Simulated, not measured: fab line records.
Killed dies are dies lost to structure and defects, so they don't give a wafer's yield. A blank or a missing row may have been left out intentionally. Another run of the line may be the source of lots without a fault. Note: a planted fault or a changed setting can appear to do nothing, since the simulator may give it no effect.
Comparing a struck lot with a sound one | flow n5 finfet | 35 steps out of a route of 1938
Sound: these wafers, L111.3, L111.5, L111.6. Wafers struck: L116.3, L116.4, L116.5. The cause is given at the end.
Order at every step that has rows: each side's tool, ch and its chambers, its first start. Under that, the readings that differ: sound wafers | struck wafers | difference of the means | sigmas: that difference in standard deviations of wafers without a fault.
alike: words and numbers the same on both sides, and readings whose means are apart by under 2 such deviations; not compared: readings that were withheld, readings missing a value for some wafer, numbers with overlapping values and no deviation given by the record, and bounds like >300 which may hide the same value.
A row with sigmas, a row that says differs or no value, or rows on one side alone: a step with any of these is where the two part. Numbers that don't overlap but have no deviation are shown without sigmas and don't part them. A reading that every wafer of one side lacks parts them only if that side has two wafers or more.

first, 11 steps without rows for these wafers: N5_BEOL_M10_HM_STRIP_39 (strips TiN in peroxide tin strip, target depth 25 nm, time 158 s); N5_BEOL_M10_SRD_40 (time 30 s); N5_BEOL_M10_PRECLEAN_42 (cleans in residue remover, time 60 s); N5_BEOL_M10_SRD_43 (time 30 s); N5_BEOL_M10_CURE_72 (cures SiCOH lowk, time 120 s); N5_BEOL_M10_DEGAS_44 (time 60 s); N5_BEOL_M10_PRE_CLEAN_45 (time 30 s); N5_BEOL_M10_ALD_74 (deposits TaN, target thk 2 nm, pulse time 2 s, purge time 3 s); N5_BEOL_M10_SURFACE_TREAT_76; N5_BEOL_M10_CVD_75 (deposits Co from CCTBA/H2, target thk 2 nm, time 138.9 s); N5_BEOL_M10_SPUTTER_48 (material Cu, target thk 12 nm, time 2 s).
N5_BEOL_M10_ECD_50: material Cu, target thk 318 nm.
  sound on ecd cu-01 ch 0,1, day 13 07:58; struck on ecd cu-01 ch 0,1, day 14 05:45
then, 22 steps without rows for these wafers: N5_BEOL_M10_ANNEAL_51 (time 90 s); N5_BEOL_M10_CMP_52 (polishes, stops on SiCOH lowk, t overpolish 7 s, target thk 140 nm); N5_BEOL_M10_PRE_CLEAN_55 (time 15 s); N5_BEOL_M10_DEP_56 (deposits SiCN from 3MS/NH3, target thk 15 nm, time 26.5 s); N5_BEOL_M11_ILD_DEP_00 (deposits SiCOH lowk from DEMS/porogen, target thk 308.51 nm, time 58 s); N5_BEOL_M11_CURE_71 (cures SiCOH lowk, time 240 s); N5_BEOL_M11_PECVD_70 (deposits SiO2 from TEOS/O2, target thk 20 nm, time 22.7 s); N5_BEOL_M11_HM_DEP_02 (deposits TiN, target thk 20 nm); N5_BEOL_M11_COAT_59 (time 60 s, resist thk 100 nm); N5_BEOL_M11_COAT_60 (time 60 s, resist thk 30 nm); N5_BEOL_M11_COAT_05 (resist thk 90 nm); N5_BEOL_M11_EBR_07; N5_BEOL_M11_SOFTBAKE_06 (time 60 s); N5_BEOL_M11_EXPOSE_08 (exposes mask M11); N5_BEOL_M11_PEB_09 (peb time 60 s); N5_BEOL_M11_DEVELOP_10 (develop time 30 s); N5_BEOL_M11_DESCUM_16 (chemistry O2, time 7.9 s); N5_BEOL_M11_ETCH_61 (etches SiARC in CF4, target depth 39 nm, time 65 s); N5_BEOL_M11_ETCH_62 (etches SOC in N2/H2, target depth 110 nm, overetch 22 nm, time 165 s); N5_BEOL_M11_STRIP_68 (strips in N2/H2); N5_BEOL_M11_STRIP_67 (strips in CF4); N5_BEOL_M11_HM_OPEN_17 (chemistry Cl2/BCl3, target TiN, target depth 20 nm, overetch 6 nm).
-- a jump in the record: the struck wafers' starts before and after are 2 days apart (it breaks off in module BEOL_M11 and resumes in module PASSIVATION, where the first step shown is number 1936 of the route) --
N5_PASSIVATION_PROBE_49:
  sound on prober-02, day 15 07:07; struck on prober-01, day 16 10:08
  reading                  | sound          | struck         | difference | sigmas
  defect limited yield (%) | 93.5 89.9 89.4 | 70.6 72.7 68.7 | -20.3      | -14
  killed_at_M0_to_M3       | 36 44 58       | 26 24 19       | -23        | -2
  killed_at_M4_up          | 9 19 8         | 281 265 290    | +267       | +44
  killed dies              | 77 119 125     | 347 322 369    | +239       | +13
  killed on rim            | 15 16 13       | 30 37 46       | +23        | +6
  sort_bin_5_function (%)  | 3.1 6.2 6.6    | 17.9 15.9 17.8 | +11.9      | +12
  sort_bin_6_memory (%)    | 2.9 3.4 3.7    | 9.9 9.7 11.8   | +7.1       | +10
  sort n pass              | 1103 1061 1055 | 833 858 811    | -239       | -13
  sort yield pct (%)       | 93.5 89.9 89.4 | 70.6 72.7 68.7 | -20.3      | -13
  alike: killed at contacts, killed at front end, killed at other, killed open, killed short

## WHERE THEY PART
At N5_PASSIVATION_PROBE_49 and nowhere else, as far as this record goes.

WHY: whatever the simulator had introduced
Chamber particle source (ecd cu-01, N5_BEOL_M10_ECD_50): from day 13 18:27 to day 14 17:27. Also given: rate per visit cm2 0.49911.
